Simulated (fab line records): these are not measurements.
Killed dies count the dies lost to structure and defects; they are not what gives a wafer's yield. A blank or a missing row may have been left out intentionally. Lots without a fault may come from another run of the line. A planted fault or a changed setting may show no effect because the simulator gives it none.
One fault through the eyes of 2 desks | flow n5-finfet | numbers are kept per desk, each desk with only its own; the story behind them comes last

== TOOL OWNER'S DESK, implanter-02 ==
For each lot that ran on this tool, the mean over its sampled wafers that have a number, from the tool's own readings at N5_WELL_APT_IMPLANT_31. Marked OUT: a lot whose mean sits more than 4 standard deviations from the usual mean, which makes it out of limits; the brackets give that distance.
Columns: A = beam-energy-keV at N5_WELL_APT_IMPLANT_31, usual 59.997
lot  | first seen here | A
L597 | day 2 04:34     | 60.021
L600 | day 2 21:01     | 59.977
L606 | day 4 09:58     | 60.001
L607 | day 4 15:38     | 60.023
L608 | day 4 21:49     | 48.216 (-99 or more) OUT
L609 | day 5 02:59     | 48.244 (-99 or more) OUT
L610 | day 5 09:11     | 48.237 (-99 or more) OUT
This desk finds L608, L609, L610 out of limits, L608 being first, at day 4 21:49 (beam-energy-keV at N5_WELL_APT_IMPLANT_31). Within limits: L597, L600, L606, L607.

== THE METROLOGY DESK ==
What the gauges read for every lot (on any tool): the sampled wafers with a number, averaged. Marked OUT: a lot whose mean sits more than 4 standard deviations from the usual mean, which makes it out of limits; the brackets give that distance. Shown are 7 of the 12 readings it has, namely the first that went out of limits plus those furthest out on some lot.
Columns: A = cd-nm at N5_ZERO_LAYER_CD_MEAS_11, usual 2001.1 nm; B = IOFF_P at N5_BEOL_M4_RC_MEAS_101, usual 0.214 nA/um; C = ION_P at N5_BEOL_M4_RC_MEAS_101, usual 461 uA/um; D = RS_PWELL at N5_BEOL_M4_RC_MEAS_101, usual 3007 ohm/sq; E = SS_P at N5_BEOL_M4_RC_MEAS_101, usual 73.3 mV/dec; F = VT_N at N5_BEOL_M4_RC_MEAS_101, usual 249.4 mV; G = VT_P at N5_BEOL_M4_RC_MEAS_101, usual -250.0 mV
lot  | first seen here | A      | B     | C   | D              | E    | F     | G
L596 | day 1 18:39     | 2002.1 | 0.213 | 462 | 3033           | 73.0 | 250.3 | -249.3
L597 | day 2 01:55     | 1997.8 | 0.183 | 455 | 3008           | 72.9 | 250.5 | -254.1
L599 | day 2 12:38     | 2001.8 | 0.192 | 452 | 3006           | 73.2 | 252.5 | -251.3
L600 | day 2 18:38     | 2001.8 | 0.258 | 473 | 2988           | 73.8 | 246.0 | -244.4
L606 | day 4 06:38     | 2003.1 | 0.236 | 462 | 3007           | 74.2 | 249.8 | -249.2
L607 | day 4 12:38     | 2001.9 | 0.195 | 453 | 3009           | 73.3 | 250.0 | -251.0
L608 | day 4 18:46     | 2001.8 | 0.207 | 455 | 3289 (+12) OUT | 73.3 | 248.5 | -251.8
L609 | day 5 00:38     | 2003.3 | 0.222 | 462 | 3281 (+11) OUT | 73.5 | 251.0 | -249.7
L610 | day 5 06:40     | 1998.1 | 0.212 | 466 | 3345 (+14) OUT | 73.3 | 252.1 | -247.1
L611 | day 5 12:38     | 1999.2 | 0.205 | 462 | 2988           | 72.9 | 250.4 | -249.4
Finding of this desk: L608, L609, L610 out of limits, first seen on L609 at day 11 14:03 (RS_PWELL at N5_BEOL_M4_RC_MEAS_101). Within limits: L596, L597, L599, L600, L606, L607, L611.

== PUT TOGETHER ==
The tool owner's desk could have raised an alarm at day 4 21:49, on L608, L609, L610.
At day 11 14:03 the metrology desk could have sounded an alarm, on L608, L609, L610.
N5_WELL_APT_IMPLANT_31 was run on implanter-02 by each of the lots named.

== WHAT THE SIMULATOR HAD INSERTED ==
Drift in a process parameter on implanter-02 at N5_WELL_APT_IMPLANT_31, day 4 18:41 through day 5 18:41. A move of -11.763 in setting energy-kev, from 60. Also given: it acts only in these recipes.
Struck lots among those shown: L608, L609, L610.
Fault start to first reading out of limits, in hours, per desk: tool owner, 3; metrology, 163.
